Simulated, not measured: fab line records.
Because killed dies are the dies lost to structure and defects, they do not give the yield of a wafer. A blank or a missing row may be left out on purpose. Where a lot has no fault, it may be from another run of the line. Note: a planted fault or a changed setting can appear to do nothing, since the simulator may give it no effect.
Which tool did it? :: flow nand harc :: 10 lots, 30 wafers sampled, at 6 steps of a route of 1302

WHAT EACH GAUGE READ, for each wafer
NHARC_A_CHANNEL_HOLE_D1_INSPECT_40. Usual: raw defect count reads 75 (standard deviation 26).
lot: L413
measured: day 8 20:50
on: defect inspect-02
raw defect count: 51 74 55
flag: 

lot: L414
measured: day 9 02:46
on: defect inspect-02
raw defect count: 71 80 99
flag: 

lot: L415
measured: day 9 18:47
on: defect inspect-01
raw defect count: 89 98 96
flag: 

lot: L417
measured: day 10 20:54
on: defect inspect-02
raw defect count: 52 47 74
flag: 

lot: L423
measured: day 13 02:14
on: defect inspect-01
raw defect count: 128 106 102
flag: 

lot: L427
measured: day 14 23:35
on: defect inspect-01
raw defect count: 1138 1154 1195
flag: OFF

lot: L429
measured: day 15 17:37
on: defect inspect-01
raw defect count: 1140 1229 1196
flag: OFF

lot: L430
measured: day 15 18:13
on: defect inspect-02
raw defect count: 29 57 59
flag: 

lot: L435
measured: day 17 17:47
on: defect inspect-02
raw defect count: 56 70 74
flag: 

lot: L436
measured: day 18 16:42
on: defect inspect-01
raw defect count: 51 61 21
flag: 

NHARC_END_SORT_01. Usual: killed at array 46, standard deviation 15; killed at other 0.8, standard deviation 1.1; killed at periphery 4.0, standard deviation 2.9; killed dies 50, standard deviation 15; killed open 3.2, standard deviation 1.8; killed short 2.3, standard deviation 1.6.
lot: L427
measured: day 30 17:22
on: prober-01
killed at array: 100 121 120
killed at other: 0 1 0
killed at periphery: 1 0 5
killed dies: 101 122 125
killed open: 0 4 3
killed short: 6 3 2
flag: OFF

lot: L429
measured: day 31 21:11
on: prober-01
killed at array: 95 96 99
killed at other: 0 0 1
killed at periphery: 3 1 4
killed dies: 98 97 104
killed open: 2 1 2
killed short: 4 3 2
flag: OFF

EACH LOT AND THE TOOL THAT RAN IT (in order: tool; ch and the chambers of the sampled wafers; start)
lot: L413
NHARC_A_CHANNEL_HOLE_D1_ETCH_19: har etch-01 ch 0,1, day 8 15:07
NHARC_A_CHANNEL_HOLE_D1_ETCH_22: har etch-01 ch 0,1, day 8 15:59
NHARC_A_CHANNEL_HOLE_D1_ETCH_23: har etch-01 ch 0,1, day 8 16:33
NHARC_A_CHANNEL_HOLE_D1_ETCH_44: rie diel-05 ch 1,3, day 8 19:51

lot: L414
NHARC_A_CHANNEL_HOLE_D1_ETCH_19: har etch-02 ch 0,1, day 8 21:03
NHARC_A_CHANNEL_HOLE_D1_ETCH_22: har etch-02 ch 0,1, day 8 21:55
NHARC_A_CHANNEL_HOLE_D1_ETCH_23: har etch-02 ch 0,1, day 8 22:28
NHARC_A_CHANNEL_HOLE_D1_ETCH_44: rie diel-12 ch 1,2, day 9 01:47

lot: L415
NHARC_A_CHANNEL_HOLE_D1_ETCH_19: har etch-02 ch 0,1, day 9 13:04
NHARC_A_CHANNEL_HOLE_D1_ETCH_22: har etch-02 ch 0,1, day 9 14:01
NHARC_A_CHANNEL_HOLE_D1_ETCH_23: har etch-02 ch 0,1, day 9 14:36
NHARC_A_CHANNEL_HOLE_D1_ETCH_44: rie diel-12 ch 0,1,2, day 9 17:47

lot: L417
NHARC_A_CHANNEL_HOLE_D1_ETCH_19: har etch-01 ch 0,1, day 10 15:14
NHARC_A_CHANNEL_HOLE_D1_ETCH_22: har etch-01 ch 0,1, day 10 16:20
NHARC_A_CHANNEL_HOLE_D1_ETCH_23: har etch-01 ch 0,1, day 10 16:58
NHARC_A_CHANNEL_HOLE_D1_ETCH_44: rie diel-12 ch 1,2,3, day 10 19:56

lot: L423
NHARC_A_CHANNEL_HOLE_D1_ETCH_19: har etch-02 ch 0,1, day 12 20:32
NHARC_A_CHANNEL_HOLE_D1_ETCH_22: har etch-02 ch 0,1, day 12 21:25
NHARC_A_CHANNEL_HOLE_D1_ETCH_23: har etch-02 ch 0,1, day 12 21:59
NHARC_A_CHANNEL_HOLE_D1_ETCH_44: rie diel-12 ch 1,2,3, day 13 01:15

lot: L427
NHARC_A_CHANNEL_HOLE_D1_ETCH_19: har etch-02 ch 1, day 14 13:46
NHARC_A_CHANNEL_HOLE_D1_ETCH_22: har etch-02 ch 1, day 14 15:29
NHARC_A_CHANNEL_HOLE_D1_ETCH_23: har etch-02 ch 1, day 14 16:37
NHARC_A_CHANNEL_HOLE_D1_ETCH_44: rie diel-12 ch 0,2,3, day 14 22:37

lot: L429
NHARC_A_CHANNEL_HOLE_D1_ETCH_19: har etch-02 ch 1, day 15 11:55
NHARC_A_CHANNEL_HOLE_D1_ETCH_22: har etch-02 ch 1, day 15 12:52
NHARC_A_CHANNEL_HOLE_D1_ETCH_23: har etch-02 ch 1, day 15 13:27
NHARC_A_CHANNEL_HOLE_D1_ETCH_44: rie diel-12 ch 0,2, day 15 16:38

lot: L430
NHARC_A_CHANNEL_HOLE_D1_ETCH_19: har etch-01 ch 0,1, day 15 12:30
NHARC_A_CHANNEL_HOLE_D1_ETCH_22: har etch-01 ch 0,1, day 15 13:23
NHARC_A_CHANNEL_HOLE_D1_ETCH_23: har etch-01 ch 0,1, day 15 13:56
NHARC_A_CHANNEL_HOLE_D1_ETCH_44: rie diel-05 ch 2,3, day 15 17:13

lot: L435
NHARC_A_CHANNEL_HOLE_D1_ETCH_19: har etch-01 ch 0,1, day 17 12:05
NHARC_A_CHANNEL_HOLE_D1_ETCH_22: har etch-01 ch 0,1, day 17 12:57
NHARC_A_CHANNEL_HOLE_D1_ETCH_23: har etch-01 ch 0,1, day 17 13:31
NHARC_A_CHANNEL_HOLE_D1_ETCH_44: rie diel-01 ch 0,1,3, day 17 16:48

lot: L436
NHARC_A_CHANNEL_HOLE_D1_ETCH_19: har etch-02 ch 0,1, day 18 10:59
NHARC_A_CHANNEL_HOLE_D1_ETCH_22: har etch-02 ch 0,1, day 18 11:52
NHARC_A_CHANNEL_HOLE_D1_ETCH_23: har etch-02 ch 0,1, day 18 12:26
NHARC_A_CHANNEL_HOLE_D1_ETCH_44: rie diel-12 ch 0,1,3, day 18 15:43
- NHARC_A_CHANNEL_HOLE_D1_ETCH_19: etches the open film in C4F8/O2/Ar, time 34.5 s.
- NHARC_A_CHANNEL_HOLE_D1_ETCH_22: etches the open film in C4F8/O2/Ar, time 666.7 s, target depth 1600 nm.
- NHARC_A_CHANNEL_HOLE_D1_ETCH_23: etches the open film in C4F8/O2/Ar, time 819 s, target depth 1600 nm.
- NHARC_A_CHANNEL_HOLE_D1_ETCH_44: etches the open film in CF4/O2, target depth 140 nm, overetch 14 nm, time 77 s.

WHAT THE TOOLS THEMSELVES READ (means of the sampled wafers that have a number; where no wafer has one, the mark that the record gives instead)
NHARC_A_CHANNEL_HOLE_D1_ETCH_19. Usual: bias v 1199 V, standard deviation 12; chamber pressure mTorr 15.000 mTorr, standard deviation 0.013; drypump motor current A 5.8 A, standard deviation 0.69; showerhead plenum p Torr 3.74 Torr, standard deviation 0.15; throttle valve pct 37.038 %, standard deviation 0.0084.
lot: L413
tool: har etch-01
bias v (V): 1198
chamber pressure mTorr (mTorr): 15.008
drypump motor current A (A): 5.0
showerhead plenum p Torr (Torr): 3.83
throttle valve pct (%): 37.045
flag: 

lot: L414
tool: har etch-02
bias v (V): 1196
chamber pressure mTorr (mTorr): 15.002
drypump motor current A (A): 6.3
showerhead plenum p Torr (Torr): 3.71
throttle valve pct (%): 37.036
flag: 

lot: L415
tool: har etch-02
bias v (V): 1193
chamber pressure mTorr (mTorr): 15.000
drypump motor current A (A): 6.3
showerhead plenum p Torr (Torr): 3.71
throttle valve pct (%): 37.036
flag: 

lot: L417
tool: har etch-01
bias v (V): 1216
chamber pressure mTorr (mTorr): 14.985
drypump motor current A (A): 5.1
showerhead plenum p Torr (Torr): 3.81
throttle valve pct (%): 37.045
flag: 

lot: L423
tool: har etch-02
bias v (V): 1200
chamber pressure mTorr (mTorr): 14.999
drypump motor current A (A): 6.5
showerhead plenum p Torr (Torr): 3.58
throttle valve pct (%): 37.041
flag: 

lot: L427
tool: har etch-02
bias v (V): 1199
chamber pressure mTorr (mTorr): 14.995
drypump motor current A (A): 6.1
showerhead plenum p Torr (Torr): 3.77
throttle valve pct (%): 37.043
flag: 

lot: L429
tool: har etch-02
bias v (V): 1185
chamber pressure mTorr (mTorr): 15.000
drypump motor current A (A): 6.1
showerhead plenum p Torr (Torr): 3.76
throttle valve pct (%): 37.039
flag: 

lot: L430
tool: har etch-01
bias v (V): 1195
chamber pressure mTorr (mTorr): 15.003
drypump motor current A (A): 5.3
showerhead plenum p Torr (Torr): 3.83
throttle valve pct (%): 37.031
flag: 

lot: L435
tool: har etch-01
bias v (V): 1188
chamber pressure mTorr (mTorr): 15.006
drypump motor current A (A): 5.1
showerhead plenum p Torr (Torr): 3.75
throttle valve pct (%): 37.040
flag: 

lot: L436
tool: har etch-02
bias v (V): 1202
chamber pressure mTorr (mTorr): 15.010
drypump motor current A (A): 6.5
showerhead plenum p Torr (Torr): 3.90
throttle valve pct (%): 37.032
flag: 

NHARC_A_CHANNEL_HOLE_D1_ETCH_22. Usual: chamber pressure mTorr 19.999 mTorr, standard deviation 0.02; drypump motor current A 5.8 A, standard deviation 0.68; showerhead plenum p Torr 3.70 Torr, standard deviation 0.14; throttle valve pct 32.155 %, standard deviation 0.0087.
lot: L413
tool: har etch-01
chamber pressure mTorr (mTorr): 20.013
drypump motor current A (A): 5.0
showerhead plenum p Torr (Torr): 3.78
throttle valve pct (%): 32.158
flag: 

lot: L414
tool: har etch-02
chamber pressure mTorr (mTorr): 19.988
drypump motor current A (A): 6.3
showerhead plenum p Torr (Torr): 3.67
throttle valve pct (%): 32.155
flag: 

lot: L415
tool: har etch-02
chamber pressure mTorr (mTorr): 20.002
drypump motor current A (A): 6.3
showerhead plenum p Torr (Torr): 3.66
throttle valve pct (%): 32.148
flag: 

lot: L417
tool: har etch-01
chamber pressure mTorr (mTorr): 19.995
drypump motor current A (A): 5.1
showerhead plenum p Torr (Torr): 3.76
throttle valve pct (%): 32.155
flag: 

lot: L423
tool: har etch-02
chamber pressure mTorr (mTorr): 20.019
drypump motor current A (A): 6.5
showerhead plenum p Torr (Torr): 3.55
throttle valve pct (%): 32.159
flag: 

lot: L427
tool: har etch-02
chamber pressure mTorr (mTorr): 19.984
drypump motor current A (A): 6.1
showerhead plenum p Torr (Torr): 3.72
throttle valve pct (%): 32.152
flag: 

lot: L429
tool: har etch-02
chamber pressure mTorr (mTorr): 19.996
drypump motor current A (A): 6.1
showerhead plenum p Torr (Torr): 3.72
throttle valve pct (%): 32.149
flag: 

lot: L430
tool: har etch-01
chamber pressure mTorr (mTorr): 19.986
drypump motor current A (A): 5.2
showerhead plenum p Torr (Torr): 3.78
throttle valve pct (%): 32.155
flag: 

lot: L435
tool: har etch-01
chamber pressure mTorr (mTorr): 20.000
drypump motor current A (A): 5.0
showerhead plenum p Torr (Torr): 3.71
throttle valve pct (%): 32.159
flag: 

lot: L436
tool: har etch-02
chamber pressure mTorr (mTorr): 20.001
drypump motor current A (A): 6.5
showerhead plenum p Torr (Torr): 3.85
throttle valve pct (%): 32.164
flag: 

NHARC_A_CHANNEL_HOLE_D1_ETCH_23. Usual: chamber pressure mTorr 20.001 mTorr, standard deviation 0.017; drypump motor current A 5.8 A, standard deviation 0.68; showerhead plenum p Torr 3.70 Torr, standard deviation 0.14; throttle valve pct 32.154 %, standard deviation 0.0089.
lot: L413
tool: har etch-01
chamber pressure mTorr (mTorr): 20.011
drypump motor current A (A): 5.1
showerhead plenum p Torr (Torr): 3.78
throttle valve pct (%): 32.153
flag: 

lot: L414
tool: har etch-02
chamber pressure mTorr (mTorr): 20.005
drypump motor current A (A): 6.3
showerhead plenum p Torr (Torr): 3.67
throttle valve pct (%): 32.155
flag: 

lot: L415
tool: har etch-02
chamber pressure mTorr (mTorr): 19.999
drypump motor current A (A): 6.3
showerhead plenum p Torr (Torr): 3.66
throttle valve pct (%): 32.162
flag: 

lot: L417
tool: har etch-01
chamber pressure mTorr (mTorr): 20.012
drypump motor current A (A): 5.1
showerhead plenum p Torr (Torr): 3.77
throttle valve pct (%): 32.142
flag: 

lot: L423
tool: har etch-02
chamber pressure mTorr (mTorr): 19.995
drypump motor current A (A): 6.5
showerhead plenum p Torr (Torr): 3.55
throttle valve pct (%): 32.152
flag: 

lot: L427
tool: har etch-02
chamber pressure mTorr (mTorr): 19.997
drypump motor current A (A): 6.1
showerhead plenum p Torr (Torr): 3.72
throttle valve pct (%): 32.162
flag: 

lot: L429
tool: har etch-02
chamber pressure mTorr (mTorr): 20.006
drypump motor current A (A): 6.1
showerhead plenum p Torr (Torr): 3.72
throttle valve pct (%): 32.161
flag: 

lot: L430
tool: har etch-01
chamber pressure mTorr (mTorr): 20.004
drypump motor current A (A): 5.2
showerhead plenum p Torr (Torr): 3.78
throttle valve pct (%): 32.157
flag: 

lot: L435
tool: har etch-01
chamber pressure mTorr (mTorr): 20.007
drypump motor current A (A): 5.1
showerhead plenum p Torr (Torr): 3.71
throttle valve pct (%): 32.142
flag: 

lot: L436
tool: har etch-02
chamber pressure mTorr (mTorr): 20.010
drypump motor current A (A): 6.5
showerhead plenum p Torr (Torr): 3.85
throttle valve pct (%): 32.158
flag: 

NHARC_A_CHANNEL_HOLE_D1_ETCH_44. Usual: chamber pressure mTorr 30.001 mTorr, standard deviation 0.027; drypump motor current A 5.7 A, standard deviation 0.48; oes product au 0.996 a.u., standard deviation 0.0078; rf vpp V 197.8 V, standard deviation 1.2; showerhead plenum p Torr 1.34 Torr, standard deviation 0.042; throttle valve pct 13.397 %, standard deviation 0.008.
lot: L413
tool: rie diel-05
chamber pressure mTorr (mTorr): 29.987
drypump motor current A (A): 5.6
oes product au (a.u.): 1.001
rf vpp V (V): 197.3
showerhead plenum p Torr (Torr): 1.29
throttle valve pct (%): 13.397
flag: 

lot: L414
tool: rie diel-12
chamber pressure mTorr (mTorr): 30.005
drypump motor current A (A): 5.3
oes product au (a.u.): 0.996
rf vpp V (V): 197.3
showerhead plenum p Torr (Torr): 1.32
throttle valve pct (%): 13.405
flag: 

lot: L415
tool: rie diel-12
chamber pressure mTorr (mTorr): 30.005
drypump motor current A (A): 5.8
oes product au (a.u.): 0.988
rf vpp V (V): 197.3
showerhead plenum p Torr (Torr): 1.34
throttle valve pct (%): 13.392
flag: 

lot: L417
tool: rie diel-12
chamber pressure mTorr (mTorr): 30.001
drypump motor current A (A): 5.6
oes product au (a.u.): 0.993
rf vpp V (V): 196.4
showerhead plenum p Torr (Torr): 1.31
throttle valve pct (%): 13.397
flag: 

lot: L423
tool: rie diel-12
chamber pressure mTorr (mTorr): 29.995
drypump motor current A (A): 5.6
oes product au (a.u.): 0.997
rf vpp V (V): 197.6
showerhead plenum p Torr (Torr): 1.31
throttle valve pct (%): 13.393
flag: 

lot: L427
tool: rie diel-12
chamber pressure mTorr (mTorr): 29.994
drypump motor current A (A): 6.1
oes product au (a.u.): 0.993
rf vpp V (V): 197.7
showerhead plenum p Torr (Torr): 1.32
throttle valve pct (%): 13.396
flag: 

lot: L429
tool: rie diel-12
chamber pressure mTorr (mTorr): 30.026
drypump motor current A (A): 6.2
oes product au (a.u.): 0.990
rf vpp V (V): 198.4
showerhead plenum p Torr (Torr): 1.35
throttle valve pct (%): 13.395
flag: 

lot: L430
tool: rie diel-05
chamber pressure mTorr (mTorr): 30.011
drypump motor current A (A): 5.0
oes product au (a.u.): 0.999
rf vpp V (V): 197.7
showerhead plenum p Torr (Torr): 1.37
throttle valve pct (%): 13.390
flag: 

lot: L435
tool: rie diel-01
chamber pressure mTorr (mTorr): 29.999
drypump motor current A (A): 5.8
oes product au (a.u.): 1.003
rf vpp V (V): 198.8
showerhead plenum p Torr (Torr): 1.38
throttle valve pct (%): 13.396
flag: 

lot: L436
tool: rie diel-12
chamber pressure mTorr (mTorr): 29.997
drypump motor current A (A): 5.8
oes product au (a.u.): 0.992
rf vpp V (V): 198.0
showerhead plenum p Torr (Torr): 1.33
throttle valve pct (%): 13.393
flag: 

THE ANSWER, worked out from the rows above alone
Rule: lot off if the mean of its wafers having a number is beyond 3 standard deviations from the usual mean. A lot without any number at a reading at which 4 lots or more have one is off too. Where the step has rows for the other lots, those lots are counted as sound. First the gauges in route order, then the tools' own readings, where a lot's mean is used as printed above. At the first step where some lot is off, the reading lying furthest off is the one used; lots without a number count as furthest.
Off: L427, L429 (NHARC_A_CHANNEL_HOLE_D1_INSPECT_40, raw defect count).
If a tool, at a process step before that reading, ran all the lots that are off and no sound lot after the first of them, it fits. Not tried: the gauges at NHARC_A_CHANNEL_HOLE_D1_INSPECT_40; whatever is off there is also off at NHARC_END_SORT_01, on other tools, and gauge error can't account for it. Of those tried, none fits.

WHAT THE SIMULATOR PUT IN
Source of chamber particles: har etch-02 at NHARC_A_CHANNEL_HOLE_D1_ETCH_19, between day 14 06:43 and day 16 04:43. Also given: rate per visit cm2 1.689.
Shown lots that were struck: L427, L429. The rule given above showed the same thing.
